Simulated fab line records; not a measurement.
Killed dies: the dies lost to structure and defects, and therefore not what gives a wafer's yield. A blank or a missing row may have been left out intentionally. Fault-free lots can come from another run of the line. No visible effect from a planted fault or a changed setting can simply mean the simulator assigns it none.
A lot that was struck, set against a sound lot -- flow nand_harc -- 14 out of 1302 route steps
Sound: the wafers L716.2, L716.3, L716.6. Struck: wafers L726.1, L726.5 (left out: L726.2, a lot-mate that was not struck); the cause follows at the end.
At each step with rows: each side's tool, then ch and its chambers, then its first start. Under that, the readings that differ: sound wafers -- struck wafers -- difference of the means -- sigmas: that difference in standard deviations of wafers without a fault.
alike: a reading whose means differ by less than 2 such deviations, as well as words and numbers matching on both sides. not compared: withheld readings; readings where some wafer has no value; bounds like >300 that might hide an equal value; numbers whose values overlap and for which the record gives no deviation.
The two part at a step that has a row with sigmas, a row that says differs or no value, or rows on one side only. Numbers that don't overlap but have no deviation are shown without sigmas and don't part them. A reading missing from all wafers of one side parts the sides only when that side holds two or more wafers.

first, 4 steps without rows for these wafers: NHARC_A_M1_EBR_05; NHARC_A_M1_EXPOSE_06 (exposes mask A M1, target cd 120 nm); NHARC_A_M1_PEB_07 (peb time 65 s); NHARC_A_M1_DEVELOP_08 (develop time 35 s).
NHARC_A_M1_CD_MEAS_09: the cd target is 120 nm.
  sound on cd_sem-03 ch 0, day 27 23:41; struck on cd_sem-02 ch 0, day 31 00:48
  alike: cd_nm
NHARC_A_M1_OVL_MEAS_10: pitch 240 nm.
  sound on overlay-02, day 27 23:46; struck on overlay-01, day 31 00:53
reading,sound,struck,difference,sigmas
overlay_y_nm (nm),0.8 0.9 1.2,-0.8 -0.4,-1.6,-2
  alike: overlay_x_nm
NHARC_A_M1_INSPECT_11:
  sound on defect_inspect-02, day 27 23:48; struck on defect_inspect-02, day 31 00:55
  alike: raw_defect_count
NHARC_A_M1_DESCUM_14: chemistry O2, time 3 s.
  sound on rie_diel-09 ch 0,3, day 27 23:52; struck on rie_diel-06 ch 3, day 31 00:59
  alike: drypump_motor_current_A, oes_product_au, rf_vpp_V, showerhead_plenum_p_Torr, throttle_valve_pct
  not compared: rf_hours_counter_h
NHARC_A_M1_ETCH_35: etches the open film in N2/H2, target depth 40 nm, overetch 12 nm, time 43.94 s.
  sound on rie_diel-09 ch 0,2,3, day 27 23:58; struck on rie_diel-06 ch 1,3, day 31 01:04
  alike: drypump_motor_current_A, oes_product_au, rf_vpp_V, showerhead_plenum_p_Torr, throttle_valve_pct
  not compared: rf_hours_counter_h
NHARC_A_M1_ETCH_15: etches the open film in C4F8/Ar, target depth 182.5 nm, time 91.2 s.
  sound: rie_diel-09 ch 0,1,3; struck: rie_diel-06 ch 2,3
  alike: oes_product_au, rf_vpp_V
  not compared: rf_hours_counter_h
NHARC_A_M1_CD_MEAS_16:
  sound on cd_sem-01, day 28 00:10; struck on cd_sem-01, day 31 01:17
  alike: cd_nm
NHARC_A_M1_STRIP_18: strips in N2/H2.
  sound on rie_diel-06 ch 0,2, day 28 00:14; struck on rie_diel-05 ch 3, day 31 01:22
reading,sound,struck,difference,sigmas
oes_product_au (a.u.),0.995 0.982 0.980,1.010 1.008,+0.023,+3
  alike: drypump_motor_current_A, rf_vpp_V, showerhead_plenum_p_Torr, throttle_valve_pct
  not compared: rf_hours_counter_h
NHARC_A_M1_ETCH_28: etches the open film in CF4/N2, target depth 30 nm, time 72.99 s.
  sound on rie_diel-06 ch 0,1,3, day 28 00:29; struck on rie_diel-05 ch 1,2, day 31 01:37
reading,sound,struck,difference,sigmas
oes_product_au (a.u.),0.997 1.003 0.997,0.820 0.815,-0.182,-24
  alike: drypump_motor_current_A, rf_vpp_V, showerhead_plenum_p_Torr, throttle_valve_pct
  not compared: rf_hours_counter_h
then, 1 step without rows for these wafers: NHARC_A_M1_STRIP_19 (strips in post etch residue remover, time 600 s).

WHERE THEY PART
Last at NHARC_A_M1_ETCH_28 as far as this record goes, first at NHARC_A_M1_OVL_MEAS_10.

WHY: what the simulator had put in
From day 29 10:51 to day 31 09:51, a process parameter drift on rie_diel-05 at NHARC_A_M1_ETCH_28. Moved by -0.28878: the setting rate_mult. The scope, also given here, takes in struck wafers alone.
